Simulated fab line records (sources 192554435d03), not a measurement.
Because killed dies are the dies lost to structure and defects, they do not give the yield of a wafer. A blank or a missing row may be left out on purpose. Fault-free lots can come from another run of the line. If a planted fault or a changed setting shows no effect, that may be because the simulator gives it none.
Which tool did it? / flow n5 finfet / 12 lots, 36 wafers sampled, at 1 step of a route of 1938

## WHAT THE GAUGES READ, wafer by wafer
N5_BEOL_M11_CD_MEAS_28: the cd target is 70 nm.
lot=L075; measured=day 10 17:42; on=cd sem-01; cd nm (nm)=70.0 69.8 70.9
lot=L077; measured=day 11 15:20; on=cd sem-01; cd nm (nm)=69.0 68.3 67.4
lot=L080; measured=day 12 00:27; on=cd sem-01; cd nm (nm)=69.6 68.8 69.5
lot=L081; measured=day 12 05:44; on=cd sem-02; cd nm (nm)=69.0 68.4 68.7
lot=L085; measured=day 13 02:49; on=cd sem-01; cd nm (nm)=67.8 68.6 67.8
lot=L084; measured=day 13 14:28; on=cd sem-03; cd nm (nm)=69.9 69.4 69.1
lot=L086; measured=day 13 21:29; on=cd sem-03; cd nm (nm)=68.1 67.4 68.9
lot=L088; measured=day 14 15:53; on=cd sem-01; cd nm (nm)=69.0 69.0 69.4
lot=L089; measured=day 15 02:14; on=cd sem-01; cd nm (nm)=69.0 69.6 70.0
lot=L093; measured=day 15 11:22; on=cd sem-02; cd nm (nm)=68.5 69.0 69.1
lot=L095; measured=day 16 06:32; on=cd sem-02; cd nm (nm)=69.3 70.0 69.0
lot=L097; measured=day 16 16:09; on=cd sem-02; cd nm (nm)=69.6 69.7 68.1

## WHAT TOOL EACH LOT RAN ON (gives the tool, then ch and the chambers of the sampled wafers, and finally the start)
No process step before these readings appears in the record.

## THE ANSWER, worked out from the rows above alone
Rule: usual is defined by the lots themselves. The widest of any qualifying gaps counts: lots, ordered by their means at a reading, are off when they make up no more than a third of the lots, leave a main group of 4 or more, and stand apart from it by 3 or more times the standard deviation of that group's means. A main group whose means are all the same, to the digits that the tables above print for the reading, isn't used. A lot without any number at a reading at which 4 lots or more have one is off too. The other lots that the step has rows for count as sound.
None of the lots is off at any reading shown; this tells nothing.

## WHAT HAD BEEN PUT IN BY THE SIMULATOR
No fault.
